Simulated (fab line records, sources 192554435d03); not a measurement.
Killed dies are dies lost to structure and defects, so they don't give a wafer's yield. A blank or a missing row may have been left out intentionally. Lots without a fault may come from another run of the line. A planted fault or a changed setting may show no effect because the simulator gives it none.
Chamber matching -- flow n5Finfet -- N5_BEOL_M3_ETCH_64 on rieDiel-04: 4 sister chambers
The step etches SOC in N2/H2, target depth 75 nm, overetch 15 nm, time 112.5 s. 14 wafers are shown with their chamber, then 7 later ones without.

## WAFERS WITH THEIR CHAMBER
wafer,chamber,throttleValvePct (%),showerheadPlenumPTorr (Torr),oesProductAu (a.u.)
L505.2,2,17.51,2.44,0.61
L505.4,1,17.86,2.47,0.67
L505.6,3,18.18,2.52,0.57
L511.2,0,18.21,2.52,0.54
L511.3,1,17.91,2.47,0.66
L511.4,3,18.22,2.51,0.56
L509.2,1,17.89,2.47,0.66
L509.4,1,17.91,2.47,0.66
L509.5,0,18.20,2.52,0.55
L510.1,2,17.57,2.43,0.60
L510.3,1,17.89,2.47,0.65
L510.6,2,17.57,2.43,0.59
L516.3,0,18.23,2.51,0.54
L516.4,3,18.23,2.51,0.55

SIGNATURES (means of the wafers above)
reading,chamber 0,chamber 1,chamber 2,chamber 3,scatter within a chamber
throttleValvePct,18.2133,17.8920,17.5500,18.2100,0.0244
showerheadPlenumPTorr,2.5167,2.4700,2.4333,2.5133,0.00447
oesProductAu,0.5433,0.6600,0.6000,0.5600,0.00816
Rule: a wafer lies at a distance from a chamber equal to the root of the sum of squares, over the readings, of (its reading less the chamber's mean, divided by the reading's scatter). If the next closest chamber is less than 2 further off than the closest, the wafer can't be placed; otherwise it belongs to the closest. How the scatter is found: for the shown wafers, subtract from each reading the mean of its chamber, square and add these, divide the total by (wafers less chambers), then take the root.

## WAFERS WHOSE CHAMBER IS MISSING
wafer,throttleValvePct (%),showerheadPlenumPTorr (Torr),oesProductAu (a.u.)
L516.5,18.22,2.51,0.54
L519.2,17.91,2.46,0.64
L519.3,18.25,2.51,0.56
L519.6,17.60,2.42,0.59
L522.3,17.60,2.42,0.59
L522.5,17.82,2.51,0.76
L522.6,17.94,2.46,0.64

## EACH ONE'S CHAMBER
wafer,from the rows above,in truth
L516.5,can't be placed: 0 or 3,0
L519.2,1,1
L519.3,can't be placed: 3 or 0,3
L519.6,2,2
L522.3,2,2
L522.5,1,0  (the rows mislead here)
L522.6,1,1
Placed correctly: 4 of 7. From these rows, 2 cannot be placed; in 2 the true chamber is one of the candidates. 1 placed wrongly.
